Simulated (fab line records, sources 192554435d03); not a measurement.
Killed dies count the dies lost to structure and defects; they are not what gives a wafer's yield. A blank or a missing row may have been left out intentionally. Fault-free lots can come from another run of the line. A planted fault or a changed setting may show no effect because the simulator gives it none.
Split-lot study | flow n5-finfet | 7 lots, 21 wafers read, on a route of 1938 steps

ABOUT THE SPLIT
At N5_MOL_CONTACT_COAG_VIA_ETCH_46 (etches SiO2 in C4F6/O2, target depth 46 nm, overetch 9.2 nm, time 40 s), the setting bias-w was moved away from the recipe's 455 W on 7 of the 21 wafers read, by -16.7% to +16.5%. All remaining wafers had this setting at the recipe value.

The split's own step is where the reading is taken.

THE READING
rf-vpp-V, in V, at N5_MOL_CONTACT_COAG_VIA_ETCH_46 (etches SiO2 in C4F6/O2, target depth 46 nm, overetch 9.2 nm, time 40 s). Typical for fault-free wafers on this fab line: 1581 V, with standard deviation 21 V.

wafer  | tool, chamber at the split | bias-w as run, W | against the recipe | rf-vpp-V, V | against lot-mates on the recipe
L074.1 | rie-diel-06, 3             | 455              | recipe             | 1620        | -
L074.2 | rie-diel-06, 2             | 409.8            | -9.9%              | 1472        | -134
L074.3 | rie-diel-06, 1             | 455              | recipe             | 1592        | -
L077.3 | rie-diel-01, 3             | 513.8            | +12.9%             | 1750        | +202
L077.4 | rie-diel-01, 1             | 455              | recipe             | 1548        | -
L077.5 | rie-diel-01, 3             | 513.8            | +12.9%             | 1747        | +199
L078.2 | rie-diel-01, 0             | 455              | recipe             | 1575        | -
L078.4 | rie-diel-01, 1             | 530.3            | +16.5%             | 1734        | +159
L078.5 | rie-diel-01, 0             | 530.3            | +16.5%             | 1766        | +191
L081.3 | rie-diel-06, 3             | 379.2            | -16.7%             | 1410        | -209
L081.4 | rie-diel-06, 0             | 379.2            | -16.7%             | 1371        | -248
L081.5 | rie-diel-06, 3             | 455              | recipe             | 1619        | -
L084.1 | rie-diel-06, 3             | 455              | recipe             | 1618        | -
L084.4 | rie-diel-06, 1             | 455              | recipe             | 1591        | -
L084.5 | rie-diel-06, 1             | 455              | recipe             | 1591        | -
L087.1 | rie-diel-05, 0             | 455              | recipe             | 1566        | -
L087.3 | rie-diel-05, 2             | 455              | recipe             | 1610        | -
L087.4 | rie-diel-05, 3             | 455              | recipe             | 1554        | -
L094.3 | rie-diel-05, 1             | 455              | recipe             | 1577        | -
L094.4 | rie-diel-05, 0             | 455              | recipe             | 1564        | -
L094.6 | rie-diel-05, 3             | 455              | recipe             | 1552        | -

FIT RESULTS
A straight line over all 21 wafers: rf-vpp-V changes by +11.3 V for each +1% of bias-w; r = +0.97; the points scatter about the line by 25 V.
The same after taking each lot's own level away (the mean of its wafers on the recipe; 21 wafers): +13 V for each +1%; r = +0.98; scatter 23 V.
According to that fit, moving bias-w by its largest amount changes the reading by 2.2e+02 V.
The span of the lots' own levels, 1548.0 to 1619.0 V, comes to 3.4 times the standard deviation stated above.
Thus the slope moves with the lot-to-lot level: the two fits are different.
Check: with one of the wafers moved furthest among these (-16.7%) left out of the fit, the line predicts -222 V for it against its lot-mates. It came out at -209 V against them.
Tool readings at the split's step, against how far the setting was moved: rf-vpp-V r = +0.97.

FURTHER SPLITS ON THESE WAFERS
These wafers also went through other splits before the reading. Each is held against what the fit with the lots' levels taken away leaves over:
other split on the same wafers       | wafers away from the commonest value | r with rf-vpp-V (lot level and that fit taken away)
N5_SD_EPI_N_EPI_21 epi-growth-time-s | 4                                    | +0.01
N5_SDB_COAT_03 spin-rpm              | 10                                   | +0.29
N5_SDB_COAT_05 spin-rpm              | 6                                    | -0.09
N5_HKMG_FIN_COAT_43 spin-rpm         | 5                                    | +0.38
N5_HKMG_FIN_ETCH_55 bias-w           | 10                                   | -0.05
N5_GATE_CUT_DESCUM_18 time-s         | 8                                    | -0.33
N5_GATE_CUT_ETCH_36 cf4-flow-sccm    | 6                                    | +0.25

THE FILE'S OWN FIT
rf-vpp-V changes by +13 V for each +1% of bias-w, r = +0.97.
